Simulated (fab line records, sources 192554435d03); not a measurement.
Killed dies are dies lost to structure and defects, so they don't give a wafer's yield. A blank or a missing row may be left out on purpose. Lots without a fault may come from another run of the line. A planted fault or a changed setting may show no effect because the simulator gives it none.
Which tool did it? | flow n5_finfet | 10 lots, 30 wafers sampled, at 3 steps of a route of 1938

WHAT THE GAUGES READ, wafer by wafer
N5_PASSIVATION_OVL_MEAS_66. Usual: PASS_OPEN_OVL -7 nm, standard deviation 5.1.
lot  | measured     | on         | PASS_OPEN_OVL (nm) | flag
L204 | day 13 12:14 | overlay-02 | -9 -11 -2          |
L206 | day 14 05:52 | overlay-02 | -3 -4 -5           |
L208 | day 14 02:06 | overlay-01 | -5 -5 -3           |
L207 | day 14 10:16 | overlay-01 | -7 -9 -7           |
L209 | day 14 23:02 | overlay-02 | -8 -8 -3           |
L210 | day 15 02:13 | overlay-02 | -15 -14 -14        |
L212 | day 16 03:15 | overlay-02 | 0 1 3              |
L219 | day 18 14:18 | overlay-01 | -4 -5 0            |
L221 | day 18 06:26 | overlay-01 | -3 -4 -9           |
L222 | day 18 18:50 | overlay-02 | -14 -8 -4          |

WHICH TOOL RAN EACH LOT (tool, then ch and the chambers of the sampled wafers, then the start)
lot  | N5_BEOL_M5_ILD_DEP_00           | N5_PASSIVATION_DESCUM_32
L204 | pecvd-02 ch 1,2, day 9 15:29    | rie_diel-05 ch 1,2, day 13 10:26
L206 | pecvd-04 ch 0,1,2, day 9 17:38  | rie_diel-01 ch 0,2,3, day 14 04:10
L208 | pecvd-02 ch 0,2, day 10 05:59   | rie_diel-06 ch 1,2, day 14 00:17
L207 | pecvd-02 ch 1,2, day 10 07:30   | rie_diel-06 ch 0,1, day 14 08:35
L209 | pecvd-02 ch 1,2, day 10 15:08   | rie_diel-01 ch 0,2, day 14 21:19
L210 | pecvd-02 ch 0,1,2, day 10 17:01 | rie_diel-01 ch 0,3, day 15 00:25
L212 | pecvd-04 ch 0,1,2, day 11 11:17 | rie_diel-06 ch 0,1, day 16 01:27
L219 | pecvd-02 ch 0,2, day 13 22:19   | rie_diel-05 ch 0,2, day 18 12:37
L221 | pecvd-02 ch 0,2, day 13 22:39   | rie_diel-01 ch 0,1,2, day 18 04:35
L222 | pecvd-02 ch 0,2, day 14 05:14   | rie_diel-01 ch 1,2,3, day 18 17:01
- N5_BEOL_M5_ILD_DEP_00: deposits SiCOH lowk from DEMS/porogen, target thk 140.64 nm, time 25.9 s.
- N5_PASSIVATION_DESCUM_32: chemistry O2, time 7.9 s.

WHAT THE TOOLS THEMSELVES READ (means of the sampled wafers that have a number; where no wafer has one, the mark that the record gives instead)
N5_BEOL_M5_ILD_DEP_00. Usual: heater_power_w 370 W, standard deviation 59; showerhead_plenum_p_Torr 5.738 Torr, standard deviation 0.016; throttle_valve_pct 13.8 %, standard deviation 0.48.
lot  | tool     | heater_power_w (W) | showerhead_plenum_p_Torr (Torr) | throttle_valve_pct (%) | flag
L204 | pecvd-02 | 402                | 5.747                           | 13.3                   |
L206 | pecvd-04 | 379                | 5.725                           | 13.9                   |
L208 | pecvd-02 | 372                | 5.740                           | 13.2                   |
L207 | pecvd-02 | 384                | 5.740                           | 13.5                   |
L209 | pecvd-02 | 421                | 5.748                           | 13.7                   |
L210 | pecvd-02 | 392                | 5.746                           | 13.8                   |
L212 | pecvd-04 | 361                | 5.723                           | 14.0                   |
L219 | pecvd-02 | 376                | 5.732                           | 13.5                   |
L221 | pecvd-02 | 378                | 5.743                           | 13.6                   |
L222 | pecvd-02 | 293                | 5.740                           | 13.8                   |

N5_PASSIVATION_DESCUM_32. Usual: drypump_motor_current_A 5.8 A, standard deviation 0.45; oes_product_au 0.82 a.u., standard deviation 0.093; rf_vpp_V 243.4 V, standard deviation 1.6; showerhead_plenum_p_Torr 2.10 Torr, standard deviation 0.099; temp_c 40.01 C, standard deviation 0.12; throttle_valve_pct 20.35 %, standard deviation 0.26.
lot  | tool        | drypump_motor_current_A (A) | oes_product_au (a.u.) | rf_vpp_V (V) | showerhead_plenum_p_Torr (Torr) | temp_c (C) | throttle_valve_pct (%) | flag
L204 | rie_diel-05 | 6.2                         | 0.91                  | 244.3        | 2.23                            | 39.94      | 20.45                  |
L206 | rie_diel-01 | 5.7                         | 0.87                  | 243.2        | 2.09                            | 39.96      | 20.14                  |
L208 | rie_diel-06 | 5.6                         | 0.96                  | 245.0        | 2.18                            | 39.97      | 20.16                  |
L207 | rie_diel-06 | 5.9                         | 0.77                  | 243.7        | 2.14                            | 39.95      | 20.56                  |
L209 | rie_diel-01 | 5.7                         | 0.79                  | 243.4        | 2.11                            | 40.00      | 20.26                  |
L210 | rie_diel-01 | 5.4                         | 0.80                  | 243.3        | 2.08                            | 39.98      | 20.27                  |
L212 | rie_diel-06 | 5.9                         | 0.76                  | 243.6        | 2.13                            | 40.00      | 20.60                  |
L219 | rie_diel-05 | 5.3                         | 0.73                  | 241.0        | 1.98                            | 40.08      | 20.51                  |
L221 | rie_diel-01 | 6.0                         | 0.82                  | 243.9        | 2.08                            | 39.93      | 20.25                  |
L222 | rie_diel-01 | 5.9                         | 0.86                  | 243.1        | 2.06                            | 40.12      | 20.15                  |

THE ANSWER, worked out from the rows above alone
Rule: a lot is off if the mean of its wafers that have a number lies more than 3 standard deviations from the usual mean. A lot without any number at a reading at which 4 lots or more have one is off too. The other lots that the step has rows for count as sound. The gauges are gone through in route order, then the tools' own readings, and for those a lot's mean is taken as printed above. The first step at which some lot is off is used, and at that step the reading that is off furthest; a lot without a number counts as furthest.
No lot is off at any reading shown: from this, nothing can be told.

WHAT THE SIMULATOR HAD PUT IN
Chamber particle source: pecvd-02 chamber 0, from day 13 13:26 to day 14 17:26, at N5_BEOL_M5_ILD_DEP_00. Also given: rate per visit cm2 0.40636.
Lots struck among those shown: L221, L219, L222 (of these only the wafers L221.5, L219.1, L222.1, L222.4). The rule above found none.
